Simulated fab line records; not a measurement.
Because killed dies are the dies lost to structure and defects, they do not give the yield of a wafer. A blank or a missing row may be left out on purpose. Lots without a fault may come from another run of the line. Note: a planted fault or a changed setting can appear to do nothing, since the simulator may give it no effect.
Which of the tools did it? / flow nandHarc / 42 wafers from 14 lots sampled at 4 of the route's 1159 steps

## WHAT EACH GAUGE READ, for each wafer
The record lacks any reading of a measuring or inspecting step that a usual standard deviation could be used to judge.

## EACH LOT AND THE TOOL THAT RAN IT (in order: tool; ch and the chambers of the sampled wafers; start)
lot=L558; NHARC_P_BONDPAD_DEP_00=pecvd-03 ch 0,1,2, day 6 08:57; NHARC_P_BONDPAD_STRIP_15=rieDiel-04 ch 2,3, day 6 10:47; NHARC_P_BONDPAD_ETCH_24=rieDiel-04 ch 0,1,3, day 6 10:56; NHARC_P_BONDPAD_PRE_CLEAN_26=pvdSputter-01, no start
lot=L557; NHARC_P_BONDPAD_DEP_00=pecvd-04 ch 1,2, day 6 09:49; NHARC_P_BONDPAD_STRIP_15=rieDiel-04 ch 0,1,2, day 6 11:38; NHARC_P_BONDPAD_ETCH_24=rieDiel-04 ch 0,1,3, day 6 11:46; NHARC_P_BONDPAD_PRE_CLEAN_26=pvdSputter-03, no start
lot=L560; NHARC_P_BONDPAD_DEP_00=pecvd-03 ch 1,2, day 6 16:57; NHARC_P_BONDPAD_STRIP_15=rieDiel-04 ch 1,2,3, day 6 18:41; NHARC_P_BONDPAD_ETCH_24=rieDiel-04 ch 0,2,3, day 6 18:48; NHARC_P_BONDPAD_PRE_CLEAN_26=pvdSputter-03, no start
lot=L563; NHARC_P_BONDPAD_DEP_00=pecvd-04 ch 0,2, day 7 13:56 or earlier; NHARC_P_BONDPAD_STRIP_15=rieDiel-04 ch 0,1,2, day 7 13:56; NHARC_P_BONDPAD_ETCH_24=rieDiel-04 ch 0,2,3, day 7 14:05; NHARC_P_BONDPAD_PRE_CLEAN_26=pvdSputter-03, no start
lot=L561; NHARC_P_BONDPAD_DEP_00=pecvd-04 ch 0,1,2, day 7 14:47 or earlier; NHARC_P_BONDPAD_STRIP_15=rieDiel-03 ch 1,2,3, day 7 14:47; NHARC_P_BONDPAD_ETCH_24=rieDiel-03 ch 0,1, day 7 14:56; NHARC_P_BONDPAD_PRE_CLEAN_26=pvdSputter-03, no start
lot=L562; NHARC_P_BONDPAD_DEP_00=pecvd-03 ch 0,1,2, day 7 15:21 or earlier; NHARC_P_BONDPAD_STRIP_15=rieDiel-04 ch 0,1,2, day 7 15:21; NHARC_P_BONDPAD_ETCH_24=rieDiel-04 ch 1,3, day 7 15:30; NHARC_P_BONDPAD_PRE_CLEAN_26=pvdSputter-03, no start
lot=L564; NHARC_P_BONDPAD_DEP_00=pecvd-03 ch 0,1, day 8 06:11 or earlier; NHARC_P_BONDPAD_STRIP_15=rieDiel-04 ch 0,1,3, day 8 06:11; NHARC_P_BONDPAD_ETCH_24=rieDiel-04 ch 0,1,3, day 8 06:20; NHARC_P_BONDPAD_PRE_CLEAN_26=pvdSputter-02, no start
lot=L565; NHARC_P_BONDPAD_DEP_00=pecvd-04 ch 0,2, day 8 11:58; NHARC_P_BONDPAD_STRIP_15=rieDiel-03 ch 0,1,3, day 8 13:50; NHARC_P_BONDPAD_ETCH_24=rieDiel-03 ch 0,1, day 8 13:57; NHARC_P_BONDPAD_PRE_CLEAN_26=pvdSputter-03, no start
lot=L566; NHARC_P_BONDPAD_DEP_00=pecvd-03 ch 0,2, day 8 12:48; NHARC_P_BONDPAD_STRIP_15=rieDiel-04 ch 1,2, day 8 14:43; NHARC_P_BONDPAD_ETCH_24=rieDiel-04 ch 0,2,3, day 8 14:54; NHARC_P_BONDPAD_PRE_CLEAN_26=pvdSputter-03, no start
lot=L567; NHARC_P_BONDPAD_DEP_00=pecvd-04 ch 0,1,2, day 8 21:05; NHARC_P_BONDPAD_STRIP_15=rieDiel-03 ch 0,1,2, day 8 22:56; NHARC_P_BONDPAD_ETCH_24=rieDiel-03 ch 0,1,3, day 8 23:05; NHARC_P_BONDPAD_PRE_CLEAN_26=pvdSputter-03, no start
lot=L569; NHARC_P_BONDPAD_DEP_00=pecvd-03 ch 0,2, day 9 10:36 or earlier; NHARC_P_BONDPAD_STRIP_15=rieDiel-04 ch 0,1,3, day 9 10:36; NHARC_P_BONDPAD_ETCH_24=rieDiel-04 ch 0,1,3, day 9 10:43; NHARC_P_BONDPAD_PRE_CLEAN_26=pvdSputter-02, no start
lot=L570; NHARC_P_BONDPAD_DEP_00=pecvd-02 ch 0,2, day 9 13:07 or earlier; NHARC_P_BONDPAD_STRIP_15=rieDiel-04 ch 0,2,3, day 9 13:07; NHARC_P_BONDPAD_ETCH_24=rieDiel-04 ch 0,2,3, day 9 13:16; NHARC_P_BONDPAD_PRE_CLEAN_26=pvdSputter-02, no start
lot=L572; NHARC_P_BONDPAD_DEP_00=pecvd-02 ch 0,1,2, day 10 05:44; NHARC_P_BONDPAD_STRIP_15=rieDiel-04 ch 0,2, day 10 07:31; NHARC_P_BONDPAD_ETCH_24=rieDiel-04 ch 0,2, day 10 07:40; NHARC_P_BONDPAD_PRE_CLEAN_26=pvdSputter-03, no start
lot=L575; NHARC_P_BONDPAD_DEP_00=pecvd-03 ch 0,1,2, day 11 00:03; NHARC_P_BONDPAD_STRIP_15=rieDiel-04 ch 0,2,3, day 11 01:56; NHARC_P_BONDPAD_ETCH_24=rieDiel-04 ch 2,3, day 11 02:04; NHARC_P_BONDPAD_PRE_CLEAN_26=pvdSputter-03, no start
- NHARC_P_BONDPAD_DEP_00: deposits SiCN, target thk 250 nm.
- NHARC_P_BONDPAD_STRIP_15: strips in O2.
- NHARC_P_BONDPAD_ETCH_24: etches the open film in CF4/N2, target depth 30 nm, time 72.99 s.
- NHARC_P_BONDPAD_PRE_CLEAN_26: time 30 s.

## WHAT THE TOOLS THEMSELVES READ (means of the sampled wafers that have a number; where no wafer has one, the mark that the record gives instead)
NHARC_P_BONDPAD_DEP_00. Usual: heaterPowerW 576 W, standard deviation 87.
lot=L558; tool=pecvd-03; heaterPowerW (W)=540; flag=
lot=L557; tool=pecvd-04; heaterPowerW (W)=542; flag=
lot=L560; tool=pecvd-03; heaterPowerW (W)=459; flag=
lot=L563; tool=pecvd-04; heaterPowerW (W)=561; flag=
lot=L561; tool=pecvd-04; heaterPowerW (W)=537; flag=
lot=L562; tool=pecvd-03; heaterPowerW (W)=514; flag=
lot=L564; tool=pecvd-03; heaterPowerW (W)=480; flag=
lot=L565; tool=pecvd-04; heaterPowerW (W)=544; flag=
lot=L566; tool=pecvd-03; heaterPowerW (W)=501; flag=
lot=L567; tool=pecvd-04; heaterPowerW (W)=552; flag=
lot=L569; tool=pecvd-03; heaterPowerW (W)=536; flag=
lot=L570; tool=pecvd-02; heaterPowerW (W)=724; flag=
lot=L572; tool=pecvd-02; heaterPowerW (W)=687; flag=
lot=L575; tool=pecvd-03; heaterPowerW (W)=521; flag=

NHARC_P_BONDPAD_STRIP_15. Usual: drypumpMotorCurrentA 6.0 A, standard deviation 0.46; oesProductAu 1.002 a.u., standard deviation 0.0097; rfVppV 57.6 V, standard deviation 0.91; showerheadPlenumPTorr 3.43 Torr, standard deviation 0.12; throttleValvePct 17.036 %, standard deviation 0.0086.
lot=L558; tool=rieDiel-04; drypumpMotorCurrentA (A)=6.1; oesProductAu (a.u.)=1.001; rfVppV (V)=57.5; showerheadPlenumPTorr (Torr)=3.52; throttleValvePct (%)=17.031; flag=
lot=L557; tool=rieDiel-04; drypumpMotorCurrentA (A)=6.1; oesProductAu (a.u.)=1.001; rfVppV (V)=57.8; showerheadPlenumPTorr (Torr)=3.50; throttleValvePct (%)=17.037; flag=
lot=L560; tool=rieDiel-04; drypumpMotorCurrentA (A)=6.3; oesProductAu (a.u.)=0.998; rfVppV (V)=58.1; showerheadPlenumPTorr (Torr)=3.50; throttleValvePct (%)=17.031; flag=
lot=L563; tool=rieDiel-04; drypumpMotorCurrentA (A)=6.1; oesProductAu (a.u.)=1.002; rfVppV (V)=57.3; showerheadPlenumPTorr (Torr)=3.50; throttleValvePct (%)=17.041; flag=
lot=L561; tool=rieDiel-03; drypumpMotorCurrentA (A)=5.6; oesProductAu (a.u.)=1.010; rfVppV (V)=57.4; showerheadPlenumPTorr (Torr)=3.42; throttleValvePct (%)=17.038; flag=
lot=L562; tool=rieDiel-04; drypumpMotorCurrentA (A)=6.1; oesProductAu (a.u.)=1.013; rfVppV (V)=58.4; showerheadPlenumPTorr (Torr)=3.50; throttleValvePct (%)=17.028; flag=
lot=L564; tool=rieDiel-04; drypumpMotorCurrentA (A)=5.9; oesProductAu (a.u.)=0.992; rfVppV (V)=57.8; showerheadPlenumPTorr (Torr)=3.40; throttleValvePct (%)=17.036; flag=
lot=L565; tool=rieDiel-03; drypumpMotorCurrentA (A)=5.9; oesProductAu (a.u.)=1.009; rfVppV (V)=57.5; showerheadPlenumPTorr (Torr)=3.40; throttleValvePct (%)=17.038; flag=
lot=L566; tool=rieDiel-04; drypumpMotorCurrentA (A)=6.5; oesProductAu (a.u.)=1.001; rfVppV (V)=58.2; showerheadPlenumPTorr (Torr)=3.57; throttleValvePct (%)=17.036; flag=
lot=L567; tool=rieDiel-03; drypumpMotorCurrentA (A)=6.0; oesProductAu (a.u.)=1.009; rfVppV (V)=57.0; showerheadPlenumPTorr (Torr)=3.37; throttleValvePct (%)=17.035; flag=
lot=L569; tool=rieDiel-04; drypumpMotorCurrentA (A)=5.9; oesProductAu (a.u.)=0.994; rfVppV (V)=57.7; showerheadPlenumPTorr (Torr)=3.39; throttleValvePct (%)=17.031; flag=
lot=L570; tool=rieDiel-04; drypumpMotorCurrentA (A)=5.8; oesProductAu (a.u.)=1.000; rfVppV (V)=57.3; showerheadPlenumPTorr (Torr)=3.42; throttleValvePct (%)=17.037; flag=
lot=L572; tool=rieDiel-04; drypumpMotorCurrentA (A)=6.0; oesProductAu (a.u.)=1.002; rfVppV (V)=58.1; showerheadPlenumPTorr (Torr)=3.52; throttleValvePct (%)=17.040; flag=
lot=L575; tool=rieDiel-04; drypumpMotorCurrentA (A)=5.8; oesProductAu (a.u.)=1.003; rfVppV (V)=57.3; showerheadPlenumPTorr (Torr)=3.42; throttleValvePct (%)=17.046; flag=

NHARC_P_BONDPAD_ETCH_24. Usual: biasW 100.0 W, standard deviation 0.3; drypumpMotorCurrentA 6.0 A, standard deviation 0.47; n2FlowSccm 100.0 sccm, standard deviation 0.31; oesProductAu 1.002 a.u., standard deviation 0.0089; rfVppV 312.8 V, standard deviation 1.8; runLengthS 94.4 s, standard deviation 0.39; showerheadPlenumPTorr 2.55 Torr, standard deviation 0.089; throttleValvePct 19.795 %, standard deviation 0.0094.
lot=L558; tool=rieDiel-04; biasW (W)=100.2; drypumpMotorCurrentA (A)=6.0; n2FlowSccm (sccm)=100.2; oesProductAu (a.u.)=1.002; rfVppV (V)=312.5; runLengthS (s)=94.5; showerheadPlenumPTorr (Torr)=2.53; throttleValvePct (%)=19.799; flag=
lot=L557; tool=rieDiel-04; biasW (W)=99.9; drypumpMotorCurrentA (A)=6.0; n2FlowSccm (sccm)=100.1; oesProductAu (a.u.)=1.002; rfVppV (V)=312.5; runLengthS (s)=94.3; showerheadPlenumPTorr (Torr)=2.53; throttleValvePct (%)=19.794; flag=
lot=L560; tool=rieDiel-04; biasW (W)=99.9; drypumpMotorCurrentA (A)=5.8; n2FlowSccm (sccm)=100.1; oesProductAu (a.u.)=0.994; rfVppV (V)=312.4; runLengthS (s)=94.5; showerheadPlenumPTorr (Torr)=2.55; throttleValvePct (%)=19.794; flag=
lot=L563; tool=rieDiel-04; biasW (W)=99.8; drypumpMotorCurrentA (A)=5.8; n2FlowSccm (sccm)=99.6; oesProductAu (a.u.)=1.001; rfVppV (V)=312.0; runLengthS (s)=94.4; showerheadPlenumPTorr (Torr)=2.55; throttleValvePct (%)=19.796; flag=
lot=L561; tool=rieDiel-03; biasW (W)=99.9; drypumpMotorCurrentA (A)=6.3; n2FlowSccm (sccm)=100.0; oesProductAu (a.u.)=1.005; rfVppV (V)=311.3; runLengthS (s)=94.4; showerheadPlenumPTorr (Torr)=2.50; throttleValvePct (%)=19.794; flag=
lot=L562; tool=rieDiel-04; biasW (W)=99.8; drypumpMotorCurrentA (A)=6.4; n2FlowSccm (sccm)=99.9; oesProductAu (a.u.)=0.992; rfVppV (V)=314.0; runLengthS (s)=94.3; showerheadPlenumPTorr (Torr)=2.58; throttleValvePct (%)=19.801; flag=
lot=L564; tool=rieDiel-04; biasW (W)=100.2; drypumpMotorCurrentA (A)=6.0; n2FlowSccm (sccm)=99.9; oesProductAu (a.u.)=1.000; rfVppV (V)=312.6; runLengthS (s)=94.4; showerheadPlenumPTorr (Torr)=2.52; throttleValvePct (%)=19.797; flag=
lot=L565; tool=rieDiel-03; biasW (W)=99.9; drypumpMotorCurrentA (A)=6.3; n2FlowSccm (sccm)=100.2; oesProductAu (a.u.)=1.001; rfVppV (V)=312.6; runLengthS (s)=94.2; showerheadPlenumPTorr (Torr)=2.50; throttleValvePct (%)=19.782; flag=
lot=L566; tool=rieDiel-04; biasW (W)=100.0; drypumpMotorCurrentA (A)=5.8; n2FlowSccm (sccm)=100.3; oesProductAu (a.u.)=1.009; rfVppV (V)=311.9; runLengthS (s)=94.5; showerheadPlenumPTorr (Torr)=2.54; throttleValvePct (%)=19.797; flag=
lot=L567; tool=rieDiel-03; biasW (W)=100.1; drypumpMotorCurrentA (A)=5.9; n2FlowSccm (sccm)=99.9; oesProductAu (a.u.)=1.001; rfVppV (V)=312.5; runLengthS (s)=94.0; showerheadPlenumPTorr (Torr)=2.53; throttleValvePct (%)=19.791; flag=
lot=L569; tool=rieDiel-04; biasW (W)=100.1; drypumpMotorCurrentA (A)=6.0; n2FlowSccm (sccm)=100.1; oesProductAu (a.u.)=0.997; rfVppV (V)=312.4; runLengthS (s)=94.3; showerheadPlenumPTorr (Torr)=2.52; throttleValvePct (%)=19.797; flag=
lot=L570; tool=rieDiel-04; biasW (W)=100.2; drypumpMotorCurrentA (A)=5.8; n2FlowSccm (sccm)=100.3; oesProductAu (a.u.)=1.001; rfVppV (V)=312.2; runLengthS (s)=94.5; showerheadPlenumPTorr (Torr)=2.54; throttleValvePct (%)=19.797; flag=
lot=L572; tool=rieDiel-04; biasW (W)=100.0; drypumpMotorCurrentA (A)=5.7; n2FlowSccm (sccm)=99.7; oesProductAu (a.u.)=1.009; rfVppV (V)=311.9; runLengthS (s)=87.9; showerheadPlenumPTorr (Torr)=2.54; throttleValvePct (%)=19.795; flag=OFF
lot=L575; tool=rieDiel-04; biasW (W)=100.0; drypumpMotorCurrentA (A)=6.1; n2FlowSccm (sccm)=100.0; oesProductAu (a.u.)=1.007; rfVppV (V)=314.6; runLengthS (s)=81.1; showerheadPlenumPTorr (Torr)=2.61; throttleValvePct (%)=19.797; flag=OFF

NHARC_P_BONDPAD_PRE_CLEAN_26. Usual: heaterPowerW 427 W, standard deviation 33.
lot=L558; tool=pvdSputter-01; heaterPowerW (W)=408; flag=
lot=L557; tool=pvdSputter-03; heaterPowerW (W)=445; flag=
lot=L560; tool=pvdSputter-03; heaterPowerW (W)=395; flag=
lot=L563; tool=pvdSputter-03; heaterPowerW (W)=449; flag=
lot=L561; tool=pvdSputter-03; heaterPowerW (W)=448; flag=
lot=L562; tool=pvdSputter-03; heaterPowerW (W)=420; flag=
lot=L564; tool=pvdSputter-02; heaterPowerW (W)=417; flag=
lot=L565; tool=pvdSputter-03; heaterPowerW (W)=426; flag=
lot=L566; tool=pvdSputter-03; heaterPowerW (W)=445; flag=
lot=L567; tool=pvdSputter-03; heaterPowerW (W)=415; flag=
lot=L569; tool=pvdSputter-02; heaterPowerW (W)=410; flag=
lot=L570; tool=pvdSputter-02; heaterPowerW (W)=423; flag=
lot=L572; tool=pvdSputter-03; heaterPowerW (W)=450; flag=
lot=L575; tool=pvdSputter-03; heaterPowerW (W)=445; flag=

## THE ANSWER, worked out from the rows above alone
Rule: take the mean of a lot's wafers that have a number; if it is more than 3 standard deviations from the usual mean, the lot is off. Also off: a lot with no number at a reading for which 4 or more lots have one. Any other lot the step has rows for is counted as sound. After the gauges, taken in route order, come the tools' own readings; for these a lot's mean is taken, as printed above. The first step at which some lot is off is used, and at that step the reading that is off furthest; a lot without a number counts as furthest.
Off: L572, L575, at NHARC_P_BONDPAD_ETCH_24 (runLengthS).
If a tool, at that step or one of the process steps before it, ran each lot that is off and ran no sound lot following the first of them, it fits. Because NHARC_P_BONDPAD_DEP_00 lacks a start for some lots, the hours and order of its lots are taken from NHARC_P_BONDPAD_STRIP_15. One fits: rieDiel-04 at NHARC_P_BONDPAD_STRIP_15 and NHARC_P_BONDPAD_ETCH_24. At NHARC_P_BONDPAD_STRIP_15 its last sound lot is L570 (day 9 13:07), its first lot that is off L572 (day 10 07:31): a fault that began between those two fits.

## WHAT HAD BEEN PUT IN BY THE SIMULATOR
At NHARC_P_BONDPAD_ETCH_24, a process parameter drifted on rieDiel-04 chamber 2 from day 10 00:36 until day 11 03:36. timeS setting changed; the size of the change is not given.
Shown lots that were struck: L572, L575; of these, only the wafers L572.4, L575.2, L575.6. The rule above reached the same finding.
